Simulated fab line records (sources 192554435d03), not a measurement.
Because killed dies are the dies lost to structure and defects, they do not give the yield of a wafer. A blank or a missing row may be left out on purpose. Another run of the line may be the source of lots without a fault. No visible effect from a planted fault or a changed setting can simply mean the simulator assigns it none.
Matching of chambers + flow n5-finfet + N5_BEOL_M0_SAQP_HM_OPEN_112 on rie-diel-05 has 4 sister chambers
The step chemistry CHF3/O2, target SiO2, stops on a-Si, target depth 12 nm, time 13.5 s. 4 wafers are shown with their chamber, then 8 later ones without.

== EACH WAFER AND ITS CHAMBER ==
| wafer  | chamber | showerhead-plenum-p-Torr (Torr) |
|--------|---------|---------------------------------|
| L083.4 | 2       | 2.31                            |
| L088.1 | 0       | 2.47                            |
| L089.6 | 3       | 2.45                            |
| L090.2 | 1       | 2.49                            |

== WAFERS WITH NO CHAMBER GIVEN ==
| wafer  | showerhead-plenum-p-Torr (Torr) |
|--------|---------------------------------|
| L090.4 | 2.30                            |
| L090.6 | 2.49                            |
| L092.1 | 2.30                            |
| L092.2 | 2.45                            |
| L092.5 | 2.49                            |
| L095.2 | 2.46                            |
| L095.3 | 2.30                            |
| L095.5 | 2.49                            |

== EACH ONE'S CHAMBER ==
| wafer  | from the rows above     | in truth |
|--------|-------------------------|----------|
| L090.4 | 2                       | 2        |
| L090.6 | 1                       | 1        |
| L092.1 | 2                       | 2        |
| L092.2 | 3                       | 3        |
| L092.5 | 1                       | 1        |
| L095.2 | can't be placed: 3 or 0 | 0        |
| L095.3 | 2                       | 2        |
| L095.5 | 1                       | 1        |
Correct placement for 7 of the 8. Cannot be placed on the basis of these rows: 1; the candidates contain the true chamber in 1. Number placed wrongly: 0.
How it was worked out, from the rows above alone: a wafer's distance from a chamber is the root of the sum, over the readings, of the square of ((its reading less the chamber's mean) divided by the reading's scatter). The wafer belongs to the nearest chamber; if the next one is less than 2 further off, it can't be placed. A chamber's mean is the mean of its shown wafers. The scatter: root of mean squared gap, hidden wafer to nearest shown wafer, with one shown wafer a chamber.
